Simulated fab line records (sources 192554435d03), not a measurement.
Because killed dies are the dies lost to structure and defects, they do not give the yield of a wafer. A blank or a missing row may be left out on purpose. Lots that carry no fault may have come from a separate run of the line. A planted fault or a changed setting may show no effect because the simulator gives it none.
Chamber matching ; flow n5_finfet ; N5_BEOL_M9_ETCH_66 on rie_diel-05 has 4 sister chambers
The step etches SOC in N2/H2, target depth 80 nm, overetch 16 nm, time 120 s. 4 wafers are shown with their chamber, then 9 later ones without.

== WAFERS PAIRED WITH THEIR CHAMBERS ==
wafer;chamber;showerhead_plenum_p_Torr (Torr)
L077.3;2;2.45
L085.1;1;2.59
L085.3;0;2.43
L085.5;3;2.62

== WAFERS WITH NO CHAMBER GIVEN ==
wafer;showerhead_plenum_p_Torr (Torr)
L086.1;2.62
L086.3;2.58
L086.6;2.58
L093.3;2.58
L093.5;2.44
L093.6;2.61
L094.2;2.61
L094.3;2.42
L094.6;2.42

== THE CHAMBER EACH PASSED THROUGH ==
wafer;from the rows above;in truth
L086.1;3;3
L086.3;1;1
L086.6;1;1
L093.3;1;1
L093.5;can't be placed: 0 or 2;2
L093.6;can't be placed: 3 or 1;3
L094.2;can't be placed: 3 or 1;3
L094.3;0;0
L094.6;0;0
Placed correctly: 6 of 9. Not placeable from these rows: 3 (in 3, the candidates include the true chamber). Wrongly placed: 0.
How it was worked out, from the rows above alone: a wafer's distance from a chamber is the root of the sum, over the readings, of the square of ((its reading less the chamber's mean) divided by the reading's scatter). The wafer belongs to the nearest chamber; if the next one is less than 2 further off, it can't be placed. The mean given for a chamber averages the wafers shown for that chamber. The scatter: with one shown wafer a chamber, the root of the mean of the squares of how far each hidden wafer lies from its nearest shown one.
